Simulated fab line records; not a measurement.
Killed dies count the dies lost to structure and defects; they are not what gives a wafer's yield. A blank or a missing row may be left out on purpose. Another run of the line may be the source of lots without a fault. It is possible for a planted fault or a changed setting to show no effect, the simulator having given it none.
Which tool was responsible? + flow nand_harc + 72 wafers from 24 lots sampled at 6 of the route's 1159 steps

== WHAT THE GAUGES SHOWED, per wafer ==
No reading from a measuring or inspecting step in the record can be judged against a usual standard deviation.

== EACH LOT AND THE TOOL THAT RAN IT (in order: tool; ch and the chambers of the sampled wafers; start) ==
| lot  | NHARC_A_STAIRCASE_ETCH_27      | NHARC_A_STAIRCASE_ETCH_197     | NHARC_A_STAIRCASE_TRIM_222     | NHARC_A_STAIRCASE_ETCH_225     | NHARC_A_STAIRCASE_TRIM_226     | NHARC_A_STAIRCASE_ETCH_236     |
|------|--------------------------------|--------------------------------|--------------------------------|--------------------------------|--------------------------------|--------------------------------|
| L074 | rie_diel-12 ch 0,3, no start   | rie_diel-13 ch 0,2,3, no start | rie_diel-01 ch 2,3, no start   | rie_diel-01 ch 1,2, no start   | rie_diel-01 ch 1,2,3, no start | rie_diel-01 ch 1,2,3, no start |
| L077 | rie_diel-13 ch 0,2, no start   | rie_diel-01 ch 2,3, no start   | rie_diel-13 ch 0,3, no start   | rie_diel-13 ch 1,2, no start   | rie_diel-13 ch 0,1,3, no start | rie_diel-13 ch 1,2,3, no start |
| L075 | rie_diel-12 ch 0,1,2, no start | rie_diel-13 ch 0,1,2, no start | rie_diel-13 ch 1,2,3, no start | rie_diel-13 ch 0,2,3, no start | rie_diel-13 ch 0,1,3, no start | rie_diel-01 ch 0,2,3, no start |
| L078 | rie_diel-01 ch 1,2, no start   | rie_diel-01 ch 0,1,3, no start | rie_diel-12 ch 0,3, no start   | rie_diel-12 ch 1,3, no start   | rie_diel-12 ch 0,2, no start   | rie_diel-12 ch 0,1,3, no start |
| L076 | rie_diel-12 ch 0,3, no start   | rie_diel-01 ch 2,3, no start   | rie_diel-12 ch 1,2, no start   | rie_diel-12 ch 0,1, no start   | rie_diel-12 ch 0,1,2, no start | rie_diel-12 ch 0,2,3, no start |
| L079 | rie_diel-13 ch 0,1,2, no start | rie_diel-12 ch 0,1, no start   | rie_diel-12 ch 0,1, no start   | rie_diel-12 ch 0,3, no start   | rie_diel-12 ch 1,2,3, no start | rie_diel-01 ch 2,3, no start   |
| L082 | rie_diel-01 ch 2,3, no start   | rie_diel-13 ch 0,1, no start   | rie_diel-13 ch 0,2,3, no start | rie_diel-13 ch 1,2,3, no start | rie_diel-13 ch 0,1,2, no start | rie_diel-12 ch 1,3, no start   |
| L080 | rie_diel-12 ch 0,1, no start   | rie_diel-13 ch 0,1,2, no start | rie_diel-01 ch 0,1,3, no start | rie_diel-01 ch 0,1,3, no start | rie_diel-01 ch 0,1,3, no start | rie_diel-12 ch 0,1, no start   |
| L084 | rie_diel-13 ch 0,1,2, no start | rie_diel-01 ch 0,1,3, no start | rie_diel-13 ch 1,2, no start   | rie_diel-13 ch 0,1,3, no start | rie_diel-13 ch 1,3, no start   | rie_diel-01 ch 0,1,2, no start |
| L081 | rie_diel-01 ch 0,1,3, no start | rie_diel-13 ch 1,2, no start   | rie_diel-13 ch 1,2,3, no start | rie_diel-13 ch 0,1,2, no start | rie_diel-13 ch 0,2, no start   | rie_diel-13 ch 0,1, no start   |
| L083 | rie_diel-12 ch 1,2, no start   | rie_diel-01 ch 1,3, no start   | rie_diel-01 ch 1,2, no start   | rie_diel-01 ch 1,3, no start   | rie_diel-01 ch 0,2,3, no start | rie_diel-01 ch 0,1, no start   |
| L086 | rie_diel-01 ch 0,1, no start   | rie_diel-13 ch 1,2,3, no start | rie_diel-13 ch 0,2,3, no start | rie_diel-13 ch 0,1,2, no start | rie_diel-13 ch 0,1,3, no start | rie_diel-12 ch 1,3, no start   |
| L087 | rie_diel-13 ch 0,3, no start   | rie_diel-12 ch 1,2, no start   | rie_diel-13 ch 0,1, no start   | rie_diel-13 ch 2,3, no start   | rie_diel-13 ch 0,1,2, no start | rie_diel-01 ch 0,1,3, no start |
| L085 | rie_diel-12 ch 0,1,3, no start | rie_diel-12 ch 0,1,2, no start | rie_diel-13 ch 0,3, no start   | rie_diel-13 ch 0,1,2, no start | rie_diel-13 ch 0,1, no start   | rie_diel-12 ch 0,3, no start   |
| L088 | rie_diel-12 ch 1,2,3, no start | rie_diel-01 ch 1,2, no start   | rie_diel-13 ch 0,1,2, no start | rie_diel-13 ch 0,2,3, no start | rie_diel-13 ch 0,1, no start   | rie_diel-01 ch 0,2,3, no start |
| L089 | rie_diel-13 ch 0,2,3, no start | rie_diel-12 ch 0,1,2, no start | rie_diel-01 ch 0,1,3, no start | rie_diel-01 ch 0,1,3, no start | rie_diel-01 ch 0,1,3, no start | rie_diel-13 ch 0,1,3, no start |
| L091 | rie_diel-13 ch 0,1,2, no start | rie_diel-12 ch 0,1, no start   | rie_diel-13 ch 1,2, no start   | rie_diel-13 ch 0,2,3, no start | rie_diel-13 ch 1,2, no start   | rie_diel-01 ch 0,3, no start   |
| L090 | rie_diel-01 ch 0,1, no start   | rie_diel-01 ch 0,1, no start   | rie_diel-01 ch 2,3, no start   | rie_diel-01 ch 0,3, no start   | rie_diel-01 ch 1,2, no start   | rie_diel-13 ch 0,3, no start   |
| L092 | rie_diel-01 ch 0,1, no start   | rie_diel-13 ch 1,2, no start   | rie_diel-12 ch 0,2,3, no start | rie_diel-12 ch 0,2, no start   | rie_diel-12 ch 0,2, no start   | rie_diel-12 ch 0,2,3, no start |
| L094 | rie_diel-13 ch 0,1,3, no start | rie_diel-13 ch 0,3, no start   | rie_diel-13 ch 1,2,3, no start | rie_diel-13 ch 0,1,3, no start | rie_diel-13 ch 0,2,3, no start | rie_diel-13 ch 1,2,3, no start |
| L093 | rie_diel-01 ch 1,2,3, no start | rie_diel-01 ch 1,2,3, no start | rie_diel-13 ch 1,2,3, no start | rie_diel-13 ch 0,1,2, no start | rie_diel-13 ch 0,2,3, no start | rie_diel-01 ch 1,2,3, no start |
| L095 | rie_diel-12 ch 0,3, no start   | rie_diel-12 ch 1,2,3, no start | rie_diel-01 ch 2,3, no start   | rie_diel-01 ch 0,2,3, no start | rie_diel-01 ch 0,2, no start   | rie_diel-01 ch 2,3, no start   |
| L097 | rie_diel-01 ch 0,1,3, no start | rie_diel-01 ch 0,2,3, no start | rie_diel-01 ch 0,1,3, no start | rie_diel-01 ch 0,1,3, no start | rie_diel-01 ch 0,2, no start   | rie_diel-13 ch 0,2, no start   |
| L096 | rie_diel-13 ch 0,2,3, no start | rie_diel-01 ch 0,1,3, no start | rie_diel-01 ch 0,1,3, no start | rie_diel-01 ch 1,2,3, no start | rie_diel-01 ch 0,2,3, no start | rie_diel-12 ch 0,2,3, no start |
- NHARC_A_STAIRCASE_ETCH_27: etches the open film in C4F8/O2, target depth 100 nm, time 40.5 s.
- NHARC_A_STAIRCASE_ETCH_197: etches the open film in C4F8/O2, target depth 100 nm, time 40.5 s.
- NHARC_A_STAIRCASE_TRIM_222: chemistry O2, time 211.2 s.
- NHARC_A_STAIRCASE_ETCH_225: etches the open film in C4F8/O2, target depth 100 nm, time 40.5 s.
- NHARC_A_STAIRCASE_TRIM_226: chemistry O2, time 211.2 s.
- NHARC_A_STAIRCASE_ETCH_236: etches the open film in C4F8/O2, target depth 100 nm, time 40.5 s.

== AS READ BY THE TOOLS THEMSELVES (means over the sampled wafers that have a number; for cases with no such wafer, the mark the record gives instead) ==
NHARC_A_STAIRCASE_ETCH_27. Usual: oes_product_au 0.947 a.u., standard deviation 0.014; rf_vpp_V 895 V, standard deviation 7.3.
| lot  | tool        | oes_product_au (a.u.) | rf_vpp_V (V) | flag |
|------|-------------|-----------------------|--------------|------|
| L074 | rie_diel-12 | 0.958                 | 895          |      |
| L077 | rie_diel-13 | 0.962                 | 899          |      |
| L075 | rie_diel-12 | 0.949                 | 897          |      |
| L078 | rie_diel-01 | 0.931                 | 889          |      |
| L076 | rie_diel-12 | 0.941                 | 900          |      |
| L079 | rie_diel-13 | 0.961                 | 898          |      |
| L082 | rie_diel-01 | 0.944                 | 887          |      |
| L080 | rie_diel-12 | 0.956                 | 897          |      |
| L084 | rie_diel-13 | 0.957                 | 897          |      |
| L081 | rie_diel-01 | 0.943                 | 890          |      |
| L083 | rie_diel-12 | 0.952                 | 891          |      |
| L086 | rie_diel-01 | 0.938                 | 889          |      |
| L087 | rie_diel-13 | 0.952                 | 903          |      |
| L085 | rie_diel-12 | 0.958                 | 894          |      |
| L088 | rie_diel-12 | 0.958                 | 888          |      |
| L089 | rie_diel-13 | 0.935                 | 898          |      |
| L091 | rie_diel-13 | 0.957                 | 896          |      |
| L090 | rie_diel-01 | 0.935                 | 897          |      |
| L092 | rie_diel-01 | 0.936                 | 897          |      |
| L094 | rie_diel-13 | 0.956                 | 902          |      |
| L093 | rie_diel-01 | 0.942                 | 896          |      |
| L095 | rie_diel-12 | 0.957                 | 893          |      |
| L097 | rie_diel-01 | 0.930                 | 897          |      |
| L096 | rie_diel-13 | 0.954                 | 898          |      |

NHARC_A_STAIRCASE_ETCH_197. Usual: oes_product_au 0.948 a.u., standard deviation 0.021; rf_vpp_V 895 V, standard deviation 7.2.
| lot  | tool        | oes_product_au (a.u.) | rf_vpp_V (V) | flag |
|------|-------------|-----------------------|--------------|------|
| L074 | rie_diel-13 | 0.962                 | 899          |      |
| L077 | rie_diel-01 | 0.925                 | 890          |      |
| L075 | rie_diel-13 | 0.929                 | 898          |      |
| L078 | rie_diel-01 | 0.946                 | 891          |      |
| L076 | rie_diel-01 | 0.963                 | 890          |      |
| L079 | rie_diel-12 | 0.993                 | 897          |      |
| L082 | rie_diel-13 | 0.968                 | 904          |      |
| L080 | rie_diel-13 | 0.951                 | 897          |      |
| L084 | rie_diel-01 | 0.919                 | 890          |      |
| L081 | rie_diel-13 | 0.959                 | 891          |      |
| L083 | rie_diel-01 | 0.909                 | 892          |      |
| L086 | rie_diel-13 | 0.960                 | 896          |      |
| L087 | rie_diel-12 | 0.960                 | 889          |      |
| L085 | rie_diel-12 | 0.940                 | 896          |      |
| L088 | rie_diel-01 | 0.955                 | 898          |      |
| L089 | rie_diel-12 | 0.931                 | 895          |      |
| L091 | rie_diel-12 | 0.931                 | 896          |      |
| L090 | rie_diel-01 | 0.952                 | 897          |      |
| L092 | rie_diel-13 | 0.951                 | 892          |      |
| L094 | rie_diel-13 | 0.982                 | 902          |      |
| L093 | rie_diel-01 | 0.928                 | 896          |      |
| L095 | rie_diel-12 | 0.957                 | 889          |      |
| L097 | rie_diel-01 | 0.945                 | 901          |      |
| L096 | rie_diel-01 | 0.937                 | 896          |      |

NHARC_A_STAIRCASE_TRIM_222. Usual: drypump_motor_current_A 5.9 A, standard deviation 0.43; o2_flow_sccm 500.0 sccm, standard deviation 1.5; oes_product_au 1.004 a.u., standard deviation 0.013; rf_vpp_V 57.8 V, standard deviation 1; showerhead_plenum_p_Torr 3.56 Torr, standard deviation 0.2; throttle_valve_pct 17.037 %, standard deviation 0.0075.
| lot  | tool        | drypump_motor_current_A (A) | o2_flow_sccm (sccm) | oes_product_au (a.u.) | rf_vpp_V (V) | showerhead_plenum_p_Torr (Torr) | throttle_valve_pct (%) | flag |
|------|-------------|-----------------------------|---------------------|-----------------------|--------------|---------------------------------|------------------------|------|
| L074 | rie_diel-01 | 5.8                         | 501.1               | 0.987                 | 56.8         | 3.31                            | 17.036                 |      |
| L077 | rie_diel-13 | 6.0                         | 499.8               | 1.020                 | 57.7         | 3.71                            | 17.029                 |      |
| L075 | rie_diel-13 | 6.0                         | 499.2               | 0.999                 | 58.1         | 3.55                            | 17.037                 |      |
| L078 | rie_diel-12 | 5.7                         | 498.6               | 1.014                 | 58.3         | 3.48                            | 17.042                 |      |
| L076 | rie_diel-12 | 6.1                         | 501.3               | 1.014                 | 57.2         | 3.35                            | 17.027                 |      |
| L079 | rie_diel-12 | 5.4                         | 499.0               | 0.989                 | 58.0         | 3.67                            | 17.042                 |      |
| L082 | rie_diel-13 | 6.1                         | 498.7               | 1.019                 | 57.6         | 3.58                            | 17.042                 |      |
| L080 | rie_diel-01 | 5.8                         | 500.2               | 0.999                 | 57.6         | 3.37                            | 17.036                 |      |
| L084 | rie_diel-13 | 5.7                         | 500.0               | 1.007                 | 57.1         | 3.55                            | 17.041                 |      |
| L081 | rie_diel-13 | 6.0                         | 498.2               | 1.017                 | 57.1         | 3.55                            | 17.036                 |      |
| L083 | rie_diel-01 | 5.8                         | 499.7               | 0.975                 | 57.4         | 3.69                            | 17.039                 |      |
| L086 | rie_diel-13 | 6.1                         | 499.8               | 1.010                 | 57.1         | 3.57                            | 17.042                 |      |
| L087 | rie_diel-13 | 5.4                         | 502.3               | 1.011                 | 57.9         | 3.73                            | 17.043                 |      |
| L085 | rie_diel-13 | 5.8                         | 500.5               | 1.018                 | 58.3         | 3.73                            | 17.038                 |      |
| L088 | rie_diel-13 | 5.8                         | 500.8               | 1.016                 | 58.1         | 3.57                            | 17.042                 |      |
| L089 | rie_diel-01 | 5.8                         | 500.0               | 0.983                 | 57.9         | 3.54                            | 17.038                 |      |
| L091 | rie_diel-13 | 6.1                         | 500.1               | 1.008                 | 57.0         | 3.41                            | 17.041                 |      |
| L090 | rie_diel-01 | 5.8                         | 500.1               | 0.992                 | 58.5         | 3.66                            | 17.039                 |      |
| L092 | rie_diel-12 | 5.8                         | 500.1               | 1.002                 | 57.9         | 3.46                            | 17.041                 |      |
| L094 | rie_diel-13 | 6.0                         | 500.5               | 1.009                 | 57.3         | 3.54                            | 17.039                 |      |
| L093 | rie_diel-13 | 6.0                         | 500.8               | 1.012                 | 58.5         | 3.53                            | 17.046                 |      |
| L095 | rie_diel-01 | 5.9                         | 500.5               | 0.994                 | 58.0         | 3.51                            | 17.039                 |      |
| L097 | rie_diel-01 | 5.8                         | 500.8               | 0.991                 | 58.0         | 3.53                            | 17.040                 |      |
| L096 | rie_diel-01 | 5.8                         | 499.1               | 1.001                 | 57.4         | 3.53                            | 17.039                 |      |

NHARC_A_STAIRCASE_ETCH_225. Usual: oes_product_au 0.944 a.u., standard deviation 0.016; rf_vpp_V 897 V, standard deviation 7.3.
| lot  | tool        | oes_product_au (a.u.) | rf_vpp_V (V) | flag |
|------|-------------|-----------------------|--------------|------|
| L074 | rie_diel-01 | 0.913                 | 890          |      |
| L077 | rie_diel-13 | 0.929                 | 892          |      |
| L075 | rie_diel-13 | 0.954                 | 898          |      |
| L078 | rie_diel-12 | 0.966                 | 890          |      |
| L076 | rie_diel-12 | 0.933                 | 896          |      |
| L079 | rie_diel-12 | 0.940                 | 894          |      |
| L082 | rie_diel-13 | 0.938                 | 896          |      |
| L080 | rie_diel-01 | 0.937                 | 890          |      |
| L084 | rie_diel-13 | 0.948                 | 902          |      |
| L081 | rie_diel-13 | 0.971                 | 897          |      |
| L083 | rie_diel-01 | 0.935                 | 892          |      |
| L086 | rie_diel-13 | 0.953                 | 898          |      |
| L087 | rie_diel-13 | 0.951                 | 896          |      |
| L085 | rie_diel-13 | 0.965                 | 898          |      |
| L088 | rie_diel-13 | 0.957                 | 898          |      |
| L089 | rie_diel-01 | 0.925                 | 896          |      |
| L091 | rie_diel-13 | 0.965                 | 898          |      |
| L090 | rie_diel-01 | 0.932                 | 896          |      |
| L092 | rie_diel-12 | 0.931                 | 899          |      |
| L094 | rie_diel-13 | 0.964                 | 902          |      |
| L093 | rie_diel-13 | 0.959                 | 897          |      |
| L095 | rie_diel-01 | 0.948                 | 901          |      |
| L097 | rie_diel-01 | 0.922                 | 896          |      |
| L096 | rie_diel-01 | 0.937                 | 896          |      |

NHARC_A_STAIRCASE_TRIM_226. Usual: drypump_motor_current_A 5.8 A, standard deviation 0.43; o2_flow_sccm 500.1 sccm, standard deviation 1.5; oes_product_au 1.005 a.u., standard deviation 0.015; rf_vpp_V 57.9 V, standard deviation 0.91; showerhead_plenum_p_Torr 3.56 Torr, standard deviation 0.2; throttle_valve_pct 17.036 %, standard deviation 0.0081.
| lot  | tool        | drypump_motor_current_A (A) | o2_flow_sccm (sccm) | oes_product_au (a.u.) | rf_vpp_V (V) | showerhead_plenum_p_Torr (Torr) | throttle_valve_pct (%) | flag |
|------|-------------|-----------------------------|---------------------|-----------------------|--------------|---------------------------------|------------------------|------|
| L074 | rie_diel-01 | 5.9                         | 500.8               | 0.976                 | 57.7         | 3.38                            | 17.046                 |      |
| L077 | rie_diel-13 | 5.7                         | 498.9               | 1.013                 | 58.2         | 3.71                            | 17.037                 |      |
| L075 | rie_diel-13 | 5.7                         | 499.2               | 1.019                 | 58.4         | 3.71                            | 17.026                 |      |
| L078 | rie_diel-12 | 5.5                         | 498.9               | 0.990                 | 58.5         | 3.64                            | 17.032                 |      |
| L076 | rie_diel-12 | 5.8                         | 499.2               | 1.006                 | 58.6         | 3.51                            | 17.030                 |      |
| L079 | rie_diel-12 | 6.1                         | 500.9               | 1.017                 | 57.5         | 3.35                            | 17.034                 |      |
| L082 | rie_diel-13 | 5.8                         | 500.7               | 1.019                 | 58.0         | 3.58                            | 17.040                 |      |
| L080 | rie_diel-01 | 5.8                         | 499.6               | 0.991                 | 57.8         | 3.37                            | 17.035                 |      |
| L084 | rie_diel-13 | 5.6                         | 501.5               | 1.006                 | 58.0         | 3.67                            | 17.035                 |      |
| L081 | rie_diel-13 | 6.2                         | 499.1               | 1.025                 | 57.9         | 3.46                            | 17.038                 |      |
| L083 | rie_diel-01 | 5.7                         | 500.8               | 0.994                 | 57.7         | 3.49                            | 17.037                 |      |
| L086 | rie_diel-13 | 5.7                         | 502.0               | 1.009                 | 58.4         | 3.69                            | 17.030                 |      |
| L087 | rie_diel-13 | 5.8                         | 500.0               | 1.017                 | 57.6         | 3.57                            | 17.036                 |      |
| L085 | rie_diel-13 | 5.4                         | 499.5               | 1.015                 | 58.8         | 3.73                            | 17.042                 |      |
| L088 | rie_diel-13 | 5.4                         | 500.1               | 1.019                 | 58.1         | 3.73                            | 17.035                 |      |
| L089 | rie_diel-01 | 5.8                         | 499.2               | 0.991                 | 57.4         | 3.54                            | 17.035                 |      |
| L091 | rie_diel-13 | 6.1                         | 498.4               | 1.019                 | 57.7         | 3.41                            | 17.032                 |      |
| L090 | rie_diel-01 | 5.7                         | 501.6               | 0.989                 | 58.1         | 3.68                            | 17.042                 |      |
| L092 | rie_diel-12 | 5.8                         | 499.8               | 0.995                 | 57.3         | 3.46                            | 17.040                 |      |
| L094 | rie_diel-13 | 6.1                         | 501.2               | 1.009                 | 58.7         | 3.56                            | 17.043                 |      |
| L093 | rie_diel-13 | 6.1                         | 499.5               | 1.011                 | 57.7         | 3.56                            | 17.030                 |      |
| L095 | rie_diel-01 | 5.5                         | 500.8               | 1.001                 | 57.6         | 3.80                            | 17.036                 |      |
| L097 | rie_diel-01 | 5.6                         | 498.9               | 1.003                 | 58.7         | 3.79                            | 17.026                 |      |
| L096 | rie_diel-01 | 5.7                         | 500.2               | 0.987                 | 57.8         | 3.65                            | 17.031                 |      |

NHARC_A_STAIRCASE_ETCH_236. Usual: oes_product_au 0.941 a.u., standard deviation 0.015; rf_vpp_V 896 V, standard deviation 7.5.
| lot  | tool        | oes_product_au (a.u.) | rf_vpp_V (V) | flag |
|------|-------------|-----------------------|--------------|------|
| L074 | rie_diel-01 | 0.929                 | 890          |      |
| L077 | rie_diel-13 | 0.940                 | 896          |      |
| L075 | rie_diel-01 | 0.931                 | 888          |      |
| L078 | rie_diel-12 | 0.941                 | 896          |      |
| L076 | rie_diel-12 | 0.942                 | 894          |      |
| L079 | rie_diel-01 | 0.917                 | 889          |      |
| L082 | rie_diel-12 | 0.969                 | 890          |      |
| L080 | rie_diel-12 | 0.944                 | 895          |      |
| L084 | rie_diel-01 | 0.936                 | 895          |      |
| L081 | rie_diel-13 | 0.958                 | 903          |      |
| L083 | rie_diel-01 | 0.921                 | 890          |      |
| L086 | rie_diel-12 | 0.946                 | 889          |      |
| L087 | rie_diel-01 | 0.943                 | 896          |      |
| L085 | rie_diel-12 | 0.952                 | 894          |      |
| L088 | rie_diel-01 | 0.939                 | 901          |      |
| L089 | rie_diel-13 | 0.942                 | 902          |      |
| L091 | rie_diel-01 | 0.931                 | 901          |      |
| L090 | rie_diel-13 | 0.966                 | 903          |      |
| L092 | rie_diel-12 | 0.930                 | 894          |      |
| L094 | rie_diel-13 | 0.959                 | 896          |      |
| L093 | rie_diel-01 | 0.937                 | 897          |      |
| L095 | rie_diel-01 | 0.932                 | 896          |      |
| L097 | rie_diel-13 | 0.940                 | 893          |      |
| L096 | rie_diel-12 | 0.949                 | 893          |      |

== THE ANSWER, worked out from the rows above alone ==
Rule: take the mean of a lot's wafers that have a number; if it is more than 3 standard deviations from the usual mean, the lot is off. Also off: a lot with no number at a reading for which 4 or more lots have one. All remaining lots with rows at the step are treated as sound. The gauges are gone through in route order, then the tools' own readings, and for those a lot's mean is taken as printed above. At the first step where some lot is off, the reading lying furthest off is the one used; lots without a number count as furthest.
None of the lots is off at any reading shown; this tells nothing.

== WHAT THE SIMULATOR HAD INSERTED ==
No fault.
